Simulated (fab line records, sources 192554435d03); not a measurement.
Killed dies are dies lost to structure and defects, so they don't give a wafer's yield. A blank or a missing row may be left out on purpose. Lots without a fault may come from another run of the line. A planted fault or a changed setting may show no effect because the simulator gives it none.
Chamber matching | flow n5_finfet | N5_BEOL_M9_PECVD_70 on pecvd-02: 3 sister chambers
The step deposits SiO2 from TEOS/O2, target thk 20 nm, time 22.7 s. 6 wafers are shown with their chamber, then 9 later ones without.

WAFERS WITH THEIR CHAMBER
wafer  | chamber | showerhead_plenum_p_Torr (Torr) | throttle_valve_pct (%)
L078.6 | 2       | 8.75                            | 22.5
L081.4 | 1       | 8.76                            | 21.9
L081.5 | 0       | 8.84                            | 21.8
L082.1 | 2       | 8.75                            | 22.2
L082.5 | 1       | 8.79                            | 21.9
L082.6 | 0       | 8.84                            | 21.8

WAFERS WITHOUT THEIR CHAMBER
wafer  | showerhead_plenum_p_Torr (Torr) | throttle_valve_pct (%)
L086.1 | 8.82                            | 22.0
L086.4 | 8.73                            | 22.5
L086.5 | 8.77                            | 22.4
L091.2 | 8.78                            | 21.6
L091.3 | 8.85                            | 21.9
L091.4 | 8.83                            | 22.2
L097.1 | 8.83                            | 21.8
L097.2 | 8.79                            | 21.8
L097.5 | 8.82                            | 21.9

WHICH CHAMBER EACH WENT THROUGH
wafer  | from the rows above     | in truth
L086.1 | can't be placed: 0 or 1 | 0
L086.4 | 2                       | 2
L086.5 | 2                       | 2
L091.2 | 1                       | 1
L091.3 | 0                       | 0
L091.4 | can't be placed: 0 or 1 | 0
L097.1 | 0                       | 0
L097.2 | 1                       | 1
L097.5 | can't be placed: 0 or 1 | 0
Placed correctly: 6 of 9. Can't be placed from these rows: 3 (the true chamber is among the candidates in 3). Placed wrongly: 0.
How it was worked out, from the rows above alone: a wafer's distance from a chamber is the root of the sum, over the readings, of the square of ((its reading less the chamber's mean) divided by the reading's scatter). The wafer belongs to the nearest chamber; if the next one is less than 2 further off, it can't be placed. A chamber's mean is the mean of its shown wafers. The scatter: the root of (the sum of the squares of (reading less its chamber's mean) over the shown wafers, divided by (wafers less chambers)).
